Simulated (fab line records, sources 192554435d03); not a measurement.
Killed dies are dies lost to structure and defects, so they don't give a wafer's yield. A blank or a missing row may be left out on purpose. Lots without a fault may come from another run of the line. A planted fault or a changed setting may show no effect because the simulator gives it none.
Problem report in the 8D (eight disciplines) form, filled by code | flow n5_finfet | the parts of the form that need people (team, actions taken, sign-off) are left out

1. THE PROBLEM
sort_bin_5_function at N5_PASSIVATION_PROBE_49 reads a mean of 94.1 % on 4 wafers of 2 lots; wafers without a fault read 5.3 % with a standard deviation of 1. That is +89 standard deviations from the usual mean.
First seen on wafer L427.4, day 15 20:17, on prober-01. The record holds 13 wafers of 5 lots with a number at this step. Rule for "out", or "out of limits": more than 4 standard deviations from the usual mean. The other wafers with a number count as sound.

2. WHAT IT IS AND WHAT IT IS NOT
question                    | is                                                                                                                      | is not
which readings at this step | sort_bin_5_function, defect_limited_yield, killed_at_front_end, killed_dies, killed_on_rim, sort_n_pass, sort_yield_pct | killed_at_M0_to_M3, killed_at_M4_up, killed_at_contacts, killed_at_other, sort_bin_6_memory, sort_bin_8_speed
which lots                  | L427, L429                                                                                                              | L417, L420, L438
which wafers of those lots  | all that have a number                                                                                                  | -
read on which tools         | prober-01, prober-02                                                                                                    | -
when                        | from day 15 20:17                                                                                                       | up to then (6 sound wafers); but 3 sound wafers of L438 came after

3. SUSPECTS, AND WHAT RULES EACH OUT
Counting: a tool at a process step up to the reading stays a suspect if it ran every lot that is out and no sound lot after the first of them.
- rie_diel-01 at N5_PMOS_HMC_CHANNEL_EPI_ETCH_32 (etches BARC in N2/H2, stops on SiO2, target depth 85.8 nm, time 50.3 s): kept. It ran every lot that is out, first L427 (day 4 17:18), and no sound lot after that; its last sound lot up to then is L420 (day 3 01:31).
Left after counting: rie_diel-01 at N5_PMOS_HMC_CHANNEL_EPI_ETCH_32.

4. THE CAUSE (what the simulator had put in)
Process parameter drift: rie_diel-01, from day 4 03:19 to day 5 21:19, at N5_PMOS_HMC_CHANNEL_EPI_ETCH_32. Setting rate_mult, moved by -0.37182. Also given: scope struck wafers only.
Counting left only this tool.

5. THE CHAIN OF EFFECTS, in route order
Each row: a reading whose mean over the struck wafers that have a number lies more than 3 standard deviations from the usual. Only readings for which the record gives a usual standard deviation are gone through. hours: the time from each lot's start at the first step in this table that gives one to its start at this step, as a median over the lots. sigmas: the change in usual standard deviations.
hours | step                    | reading              | usual  | on struck wafers | change | sigmas
0     | N5_PASSIVATION_PROBE_49 | defect_limited_yield | 91.0 % | 1.7              | -89.3  | -60
0     | N5_PASSIVATION_PROBE_49 | killed_at_front_end  | 43     | 1088             | +1045  | +80
0     | N5_PASSIVATION_PROBE_49 | killed_dies          | 106    | 1160             | +1054  | +59
0     | N5_PASSIVATION_PROBE_49 | killed_on_rim        | 14     | 148              | +134   | +32
0     | N5_PASSIVATION_PROBE_49 | sort_bin_5_function  | 5.3 %  | 94.1             | +88.8  | +89
0     | N5_PASSIVATION_PROBE_49 | sort_n_pass          | 1074   | 20               | -1054  | -59
0     | N5_PASSIVATION_PROBE_49 | sort_yield_pct       | 91.0 % | 1.7              | -89.3  | -60
The process steps in it:
- N5_PASSIVATION_PROBE_49

6. WHAT WOULD HAVE CAUGHT IT SOONER
In this record the first reading out of limits was taken at day 15 20:17, 281 hours after the fault began at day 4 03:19.
Of the tool readings at N5_PMOS_HMC_CHANNEL_EPI_ETCH_32 for which the record gives a usual standard deviation, none was out on any struck wafer, so an alarm limit of 4 standard deviations on them would not have fired.
All the lots that are out (2) had begun N5_PMOS_HMC_CHANNEL_EPI_ETCH_32 on rie_diel-01 by day 15 20:17. A hold on the tool at that time would have spared none of them.
